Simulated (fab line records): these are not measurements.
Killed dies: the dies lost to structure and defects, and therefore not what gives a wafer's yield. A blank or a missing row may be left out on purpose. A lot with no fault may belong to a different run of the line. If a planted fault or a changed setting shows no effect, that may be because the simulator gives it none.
Which tool is to blame? ; flow n5 finfet ; 28 wafers from 10 lots sampled at 6 of the route's 1938 steps

## WHAT EACH GAUGE READ, for each wafer
N5_SD_ACTIVATION_RS_MEAS_03: measurement is done with a four-point probe.
lot;measured;on;RS_SD_N (ohm/sq);RS_SD_P (ohm/sq)
L157;day 3 10:31;film metro-01;22.21 22.14 21.94;56.5 55.4 55.6
L160;day 4 05:07;film metro-01;22.09 21.71 21.87;56.5 56.1 56.2
L164;day 5 06:11;film metro-02;22.23 22.16 22.05;157.6 159.1 158.7
L165;day 5 10:19;film metro-01;22.48 22.67 21.98;55.7 56.0 55.6
L166;day 5 15:44;film metro-01;22.13 21.98 21.97;152.9 157.1 155.9
L171;day 7 02:42;film metro-01;21.86 22.36 21.83;56.8 57.2 57.4
L175;day 7 20:25;film metro-02;22.13 21.97;56.3 56.4
L176;day 8 05:23;film metro-02;22.26 22.15;55.1 54.5
L178;day 8 21:46;film metro-01;22.08 22.03 22.53;57.1 56.9 55.7
L179;day 8 23:49;film metro-01;22.33 22.40 22.18;57.8 57.1 57.7

N5_ILD0_THK_MEAS_13.
lot;measured;on;thk nm (nm)
L157;day 3 17:04;film metro-02;17.4 16.9 16.0
L160;day 4 11:46;film metro-01;16.1 16.7 14.8
L164;day 5 12:59;film metro-02;14.9 16.5 17.0
L165;day 5 16:55;film metro-02;16.8 15.7 16.3
L166;day 5 23:13;film metro-02;17.9 19.4 17.8
L171;day 7 09:38;film metro-02;15.3 16.8 16.2
L175;day 8 03:11;film metro-01;16.4 15.4
L176;day 8 11:55;film metro-01;17.2 17.9
L178;day 9 04:39;film metro-02;17.4 18.2 15.7
L179;day 9 06:43;film metro-02;15.3 17.1 15.3

N5_BEOL_M4_RC_MEAS_101.
lot;measured;on;DIBL_N (mV/V);DIBL_P (mV/V);IOFF_N (nA/um);IOFF_P (nA/um);IOFF_P_85C (nA/um);IOFF_P_LIN (nA/um);ION_N (uA/um);ION_P (uA/um);RC_DENSE_P (ohm.um);RC_P (ohm.um);REXT_P (ohm.um);RS_SD_P (ohm/sq);SS_N (mV/dec);SS_P (mV/dec);VT_N (mV);VT_P (mV);VT_P_LVT (mV)
L157;day 7 21:47;prober-01;38.3 39.7 36.7;40.6 42.2 38.1;0.22 0.25 0.18;0.29 0.33 0.24;4.7 5.2 4.1;0.124 0.137 0.111;691 681 675;471 473 467;24.4 24.1 23.5;19.8 19.9 19.2;102.3 100.3 100.3;66.1 64.4 64.9;71.8 73.0 72.2;74.1 74.5 73.4;247 243 250;-247 -244 -248;-94.8 -92.9 -96.2
L160;day 8 18:08;prober-02;37.3 36.1 36.7;38.3 37.8 38.3;0.18 0.16 0.18;0.23 0.22 0.24;3.8 3.7 3.9;0.105 0.102 0.108;676 668 684;460 464 475;24.1 23.4 23.7;19.5 19.2 19.4;102.8 99.9 100.2;66.6 66.1 65.3;72.1 71.6 72.0;73.7 72.9 72.8;249 252 247;-249 -250 -249;-99.8 -99.5 -98.9
L164;day 10 02:21;prober-01;40.5 37.7 36.3;34.4 29.9 28.3;0.24 0.17 0.14;0.14 0.10 0.09;2.7 1.9 1.8;0.074 0.057 0.053;687 668 661;397 388 381;50.6 51.6 52.1;41.0 42.1 42.1;207.0 211.3 208.5;171.9 171.2 169.6;72.5 71.4 71.3;72.8 71.9 71.3;245 249 251;-256 -261 -262;-104.4 -108.9 -111.2
L165;day 10 01:18;prober-02;36.2 35.7 37.7;35.5 36.2 37.3;0.13 0.13 0.16;0.18 0.18 0.21;3.4 3.4 3.7;0.089 0.090 0.098;659 655 664;453 452 457;23.9 24.6 24.4;19.7 19.9 19.8;102.2 102.1 101.7;66.0 66.7 65.2;72.0 71.5 72.6;73.3 72.9 72.8;256 255 252;-252 -252 -250;-102.1 -102.2 -99.8
L166;day 10 06:06;prober-01;38.8 40.4 39.5;33.6 36.1 36.1;0.21 0.25 0.25;0.12 0.14 0.14;2.2 2.5 2.6;0.063 0.071 0.074;681 695 703;391 386 402;50.6 49.7 49.8;41.5 40.6 40.7;198.8 197.6 198.6;166.2 168.1 167.8;71.4 72.5 71.6;73.1 73.7 74.1;245 245 241;-263 -256 -258;-106.7 -103.9 -104.0
L171;day 11 14:55;prober-02;38.1 38.0 36.9;37.7 36.8 36.9;0.17 0.17 0.17;0.26 0.22 0.24;4.3 3.8 4.0;0.114 0.104 0.109;676 674 699;469 462 477;23.8 24.0 23.0;19.5 19.5 18.8;97.8 99.9 97.8;66.8 67.2 67.8;71.7 71.7 71.6;73.6 73.1 73.4;250 248 249;-247 -252 -249;-96.4 -97.9 -97.0
L175;day 12 07:57;prober-01;36.9 35.7;35.1 34.5;0.13 0.13;0.20 0.19;3.4 3.3;0.097 0.095;654 661;456 453;24.5 23.6;20.0 19.4;99.6 99.6;65.4 66.0;71.3 71.7;73.8 73.3;256 252;-252 -251;-100.4 -100.4
L176;day 13 03:25;prober-01;38.5 38.1;37.8 37.8;0.17 0.17;0.23 0.23;3.9 4.0;0.105 0.106;697 670;476 462;24.6 23.6;19.9 19.6;103.9 102.9;63.9 63.9;71.4 71.7;73.7 72.7;248 251;-249 -250;-98.2 -97.4
L178;day 13 20:19;prober-01;34.2 39.0 36.4;36.0 41.1 37.0;0.12 0.20 0.14;0.19 0.27 0.21;3.3 4.5 3.6;0.091 0.117 0.097;669 677 667;467 465 464;24.6 24.9 25.1;20.3 20.2 20.4;103.2 104.4 102.9;67.5 66.7 64.4;71.6 72.0 71.3;72.4 73.9 73.9;256 246 254;-254 -248 -248;-101.1 -97.5 -99.5
L179;day 13 19:45;prober-02;38.6 39.3 37.7;39.3 39.4 38.0;0.18 0.18 0.14;0.24 0.23 0.21;4.0 3.9 3.5;0.104 0.103 0.094;673 669 661;459 459 453;23.5 23.8 24.1;19.3 19.3 19.5;97.8 99.5 99.4;68.1 67.1 67.9;71.7 72.6 72.0;73.9 74.4 73.8;252 251 255;-252 -253 -255;-99.5 -98.7 -100.5

## TOOL THAT RAN EACH LOT (tool first, then ch and the chambers of the sampled wafers, then the start)
lot;N5_SD_EPI_P_EPI_21;N5_ILD0_LINER_00;N5_SDB_HM_DEP_00
L157;epi rpcvd-01 ch 0, day 3 08:00;ald sin-04 ch 0,2,3, day 3 10:52;pecvd-01 ch 0,1, day 3 17:08
L160;epi rpcvd-01 ch 0, day 4 02:17;ald sin-04 ch 0,1,3, day 4 05:34;pecvd-04 ch 0,1,2, day 4 11:49
L164;epi rpcvd-01 ch 0, day 5 03:43;ald sin-03 ch 1,2,3, day 5 06:46;pecvd-03 ch 0,1,2, day 5 13:02
L165;epi rpcvd-02 ch 0, day 5 08:10;ald sin-03 ch 1,2, day 5 10:38;pecvd-03 ch 0,2, day 5 16:58
L166;epi rpcvd-01 ch 0, day 5 12:56;ald sin-03 ch 0,1,3, day 5 16:34;pecvd-01 ch 0,1,2, day 5 23:16
L171;epi rpcvd-04 ch 0, day 6 23:49;ald sin-02 ch 0,1,2, day 7 03:26;pecvd-01 ch 0,1,2, day 7 09:42
L175;epi rpcvd-02 ch 0, day 7 17:56;ald sin-03 ch 3, day 7 20:45;pecvd-03 ch 1,2, day 8 03:15
L176;epi rpcvd-01 ch 0, day 8 03:49;ald sin-04 ch 0,1, day 8 05:55;pecvd-03 ch 0,2, day 8 12:00
L178;epi rpcvd-02 ch 0, day 8 19:38;ald sin-04 ch 2,3, day 8 22:04;pecvd-04 ch 1,2, day 9 04:43
L179;epi rpcvd-01 ch 0, day 8 21:13;ald sin-02 ch 1,2, day 9 00:08;pecvd-01 ch 0,2, day 9 06:46
- N5_SD_EPI_P_EPI_21: deposits SiGe:B, time 355 s.
- N5_ILD0_LINER_00: material SiNx, target thk 4 nm, pulse time 1 s, purge time 2 s.
- N5_SDB_HM_DEP_00: deposits SiNx from SiH4/NH3/N2, target thk 40 nm, time 35.3 s.

## AS READ BY THE TOOLS THEMSELVES (means over the sampled wafers that have a number; for cases with no such wafer, the mark the record gives instead)
N5_ILD0_LINER_00.
lot;tool;heater power outer w (W);heater power w (W);precursor pulse height rel
L157;ald sin-04;509;868;1.004
L160;ald sin-04;529;862;1.012
L164;ald sin-03;607;960;1.027
L165;ald sin-03;587;926;1.017
L166;ald sin-03;617;949;1.007
L171;ald sin-02;505;851;0.984
L175;ald sin-03;638;1023;0.998
L176;ald sin-04;543;880;0.998
L178;ald sin-04;512;854;0.994
L179;ald sin-02;510;796;1.007

N5_SDB_HM_DEP_00.
lot;tool;heater power outer w (W);heater power w (W);showerhead plenum p Torr (Torr);throttle valve pct (%)
L157;pecvd-01;523;873;5.14;40.9
L160;pecvd-04;454;747;5.11;40.1
L164;pecvd-03;577;900;5.11;39.3
L165;pecvd-03;525;813;5.09;40.0
L166;pecvd-01;532;905;5.11;39.9
L171;pecvd-01;619;1011;5.12;39.7
L175;pecvd-03;615;942;5.14;38.0
L176;pecvd-03;496;777;5.09;39.4
L178;pecvd-04;460;757;5.12;40.3
L179;pecvd-01;552;922;5.15;39.8

## THE ANSWER, worked out from the rows above alone
Rule: the lots themselves supply what counts as usual. Put in order of their means at a reading, lots are off if they are a third of the lots or fewer, leave a main group of 4 or more, and stand apart from it by a gap of 3 or more times the standard deviation of the main group's means; of several such gaps the widest counts. A main group is skipped when, at the precision printed for the reading in the tables above, its means are all equal. Also off: a lot with no number at a reading for which 4 or more lots have one. Any other lot the step has rows for is counted as sound. After the gauges, taken in route order, come the tools' own readings; for these a lot's mean is taken, as printed above. At the first step where some lot is off, the reading lying furthest off is the one used; lots without a number count as furthest.
Off: at N5_SD_ACTIVATION_RS_MEAS_03 (RS_SD_P), L164, L166. The main group has a mean of 56.3 ohm/sq with a standard deviation of 0.79.
If a tool, at a process step before that reading, ran all the lots that are off and no sound lot after the first of them, it fits. Not tried: the gauges at N5_SD_ACTIVATION_RS_MEAS_03; whatever is off there is also off at N5_BEOL_M4_RC_MEAS_101, on other tools, and gauge error can't account for it. None of those tried fits.

## WHAT THE SIMULATOR PUT IN
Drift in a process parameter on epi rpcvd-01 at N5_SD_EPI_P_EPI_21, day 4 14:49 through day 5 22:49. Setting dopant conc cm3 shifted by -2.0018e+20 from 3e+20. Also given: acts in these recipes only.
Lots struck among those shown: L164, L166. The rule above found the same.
